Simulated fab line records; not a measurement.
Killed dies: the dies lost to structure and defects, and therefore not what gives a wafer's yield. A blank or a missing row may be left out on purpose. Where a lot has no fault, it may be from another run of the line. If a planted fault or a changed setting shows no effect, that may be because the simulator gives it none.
A lot that was struck, set against a sound lot | flow n5-finfet | 14 steps out of a route of 1938
Sound: the wafers L173.1, L173.3, L173.5. Wafers L165.2, L165.3, L165.6 were the ones struck. At the end, the cause is stated.
Per side, at each step with rows, come the tool, then ch with its chambers, and then its first start. Under that, the readings that differ: sound wafers | struck wafers | difference of the means | sigmas: that difference in standard deviations of wafers without a fault.
alike: words and numbers the same on both sides, and readings whose means are apart by under 2 such deviations; not compared: readings that were withheld, readings missing a value for some wafer, numbers with overlapping values and no deviation given by the record, and bounds like >300 which may hide the same value.
The two part at a step that has a row with sigmas, a row that says differs or no value, or rows on one side only. When numbers do not overlap yet have no deviation, they are printed without sigmas and do not part them. Lack of a reading on every wafer of one side parts them only where that side has two or more wafers.

first, 4 steps without rows for these wafers: N5_WELL_APT_OXIDE_STRIP_42 (strips SiO2 in dHF, time 45 s, target depth 12 nm); N5_WELL_APT_PRECLEAN_36 (cleans in O3/DIW, time 45 s); N5_WELL_APT_PRECLEAN_39 (cleans in dHF, time 60 s); N5_WELL_APT_SRD_37 (time 30 s).
N5_WELL_APT_EPI_41: deposits Si from SiH4/H2, target thk 50 nm, time 297.7 s.
  sound on epi-rpcvd-03 ch 0, day 5 10:50; struck on epi-rpcvd-03 ch 0, day 3 10:45
  alike: throttle-valve-pct
N5_WELL_APT_INSPECT_38: inspects for defects (darkfield).
  sound: defect-inspect-01 at day 5 11:28; struck: defect-inspect-01 at day 3 11:28
  alike: raw-defect-count
N5_PMOS_HMC_CHANNEL_EPI_HM_DEP_34: deposits SiO2 from TEOS/O2, target thk 36 nm, time 6.9 s.
  sound on pecvd-03 ch 0,1, day 5 11:31; struck on pecvd-01 ch 0,1, day 3 11:29
  alike: heater-power-w, showerhead-plenum-p-Torr, throttle-valve-pct
then, 5 steps without rows for these wafers: N5_PMOS_HMC_CHANNEL_EPI_COAT_31 (time 60 s, resist thk 66 nm); N5_PMOS_HMC_CHANNEL_EPI_COAT_03 (resist thk 205 nm); N5_PMOS_HMC_CHANNEL_EPI_EBR_05; N5_PMOS_HMC_CHANNEL_EPI_SOFTBAKE_04 (time 60 s); N5_PMOS_HMC_CHANNEL_EPI_EXPOSE_06 (exposes mask PMOS HMC BLK, target cd 240 nm).
N5_PMOS_HMC_CHANNEL_EPI_PEB_07: peb time 60 s.
  struck on litho-track-03, day 3 11:50; sound on litho-track-03 ch 0, day 5 11:51
  no value came back on the struck wafers for chill-plate-temp-C (C), exhaust-pa (Pa); on the sound wafers chill-plate-temp-C (C) reads 23.00 22.81 22.91
then, 1 step without rows for these wafers: N5_PMOS_HMC_CHANNEL_EPI_DEVELOP_08 (develop time 30 s).

WHERE THEY PART
At N5_PMOS_HMC_CHANNEL_EPI_PEB_07 and nowhere else, as far as this record goes.

WHY: what the simulator had put in
Skipped step whole: litho-track-03, from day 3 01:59 on, at N5_PMOS_HMC_CHANNEL_EPI_PEB_07. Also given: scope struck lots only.
